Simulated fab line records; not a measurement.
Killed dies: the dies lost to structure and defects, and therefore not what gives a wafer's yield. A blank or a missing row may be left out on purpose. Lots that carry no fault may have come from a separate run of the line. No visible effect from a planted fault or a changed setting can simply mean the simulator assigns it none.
What tool caused it? | flow n5-finfet | 36 wafers sampled from 12 lots at 1 step of a route of 1938

== WHAT EACH GAUGE READ, for each wafer ==
N5_BEOL_M10_CD_MEAS_35: target cd 70 nm.
lot  | measured     | on        | cd-nm (nm)
L076 | day 10 07:38 | cd-sem-03 | 70.2 71.5 71.3
L077 | day 10 18:53 | cd-sem-02 | 70.8 70.7 71.9
L079 | day 11 07:05 | cd-sem-02 | 68.4 71.5 70.7
L081 | day 11 11:31 | cd-sem-02 | 69.3 70.4 69.3
L083 | day 11 21:17 | cd-sem-03 | 71.2 71.0 71.3
L085 | day 12 14:01 | cd-sem-03 | 69.9 70.6 70.0
L087 | day 13 09:16 | cd-sem-02 | 71.3 71.8 71.3
L088 | day 13 16:17 | cd-sem-01 | 69.6 70.8 71.1
L090 | day 14 04:25 | cd-sem-02 | 69.8 71.0 69.6
L093 | day 14 20:35 | cd-sem-02 | 71.7 71.5 71.0
L095 | day 15 09:06 | cd-sem-01 | 70.8 70.5 71.6
L097 | day 15 19:21 | cd-sem-02 | 70.3 70.7 69.0

== TOOL THAT RAN EACH LOT (tool first, then ch and the chambers of the sampled wafers, then the start) ==
Before these readings, the record contains no process step.

== THE ANSWER, worked out from the rows above alone ==
Rule: usual is defined by the lots themselves. The widest of any qualifying gaps counts: lots, ordered by their means at a reading, are off when they make up no more than a third of the lots, leave a main group of 4 or more, and stand apart from it by 3 or more times the standard deviation of that group's means. A main group whose means are all the same, to the digits that the tables above print for the reading, isn't used. A lot without any number at a reading at which 4 lots or more have one is off too. Any other lot the step has rows for is counted as sound.
No lot is off on any of the readings shown, so nothing can be concluded from this.

== WHAT THE SIMULATOR HAD PUT IN ==
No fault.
